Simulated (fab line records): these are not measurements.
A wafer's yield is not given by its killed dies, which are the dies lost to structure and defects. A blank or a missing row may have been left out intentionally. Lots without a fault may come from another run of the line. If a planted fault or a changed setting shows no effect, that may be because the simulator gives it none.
Chamber matching + flow n5 finfet + rie diel-03 running N5_BEOL_M8_ETCH_61: 4 sister chambers
The step etches SiARC in CF4, target depth 45.5 nm, time 75.8 s. 8 wafers are shown with their chamber, then 7 later ones without.

== EACH WAFER AND ITS CHAMBER ==
| wafer  | chamber | etch rf on time s (s) | throttle valve pct (%) |
|--------|---------|-----------------------|------------------------|
| L076.4 | 0       | 74.9                  | 15.94                  |
| L079.6 | 2       | 80.4                  | 15.66                  |
| L084.1 | 2       | 80.5                  | 15.69                  |
| L094.3 | 3       | 76.3                  | 15.38                  |
| L094.4 | 3       | 76.1                  | 15.36                  |
| L094.5 | 1       | 78.5                  | 16.00                  |
| L090.1 | 1       | 78.1                  | 16.02                  |
| L090.3 | 0       | 73.0                  | 15.50                  |

== WAFERS MISSING THEIR CHAMBER ==
| wafer  | etch rf on time s (s) | throttle valve pct (%) |
|--------|-----------------------|------------------------|
| L090.6 | 74.0                  | 15.51                  |
| L089.3 | 79.4                  | 16.00                  |
| L089.5 | 74.1                  | 15.50                  |
| L089.6 | 75.9                  | 15.37                  |
| L091.1 | 76.5                  | 15.39                  |
| L091.2 | 79.2                  | 15.25                  |
| L091.3 | 79.5                  | 16.03                  |

== EACH ONE'S CHAMBER ==
| wafer  | from the rows above          | in truth |
|--------|------------------------------|----------|
| L090.6 | can't be placed: 0 or 3      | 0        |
| L089.3 | can't be placed: 1 or 2      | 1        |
| L089.5 | can't be placed: 0 or 3      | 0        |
| L089.6 | 3                            | 3        |
| L091.1 | 3                            | 3        |
| L091.2 | can't be placed: 2 or 3 or 1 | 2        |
| L091.3 | can't be placed: 1 or 2      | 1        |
2 of 7 placed correctly. From these rows, 5 cannot be placed; in 5 the true chamber is one of the candidates. Wrongly placed: 0.
How it was worked out, from the rows above alone: a wafer's distance from a chamber is the root of the sum, over the readings, of the square of ((its reading less the chamber's mean) divided by the reading's scatter). If the next closest chamber is less than 2 further off than the closest, the wafer can't be placed; otherwise it belongs to the closest. For every chamber, the mean is computed from those of its wafers that are shown. The scatter: the root of (the sum of the squares of (reading less its chamber's mean) over the shown wafers, divided by (wafers less chambers)).
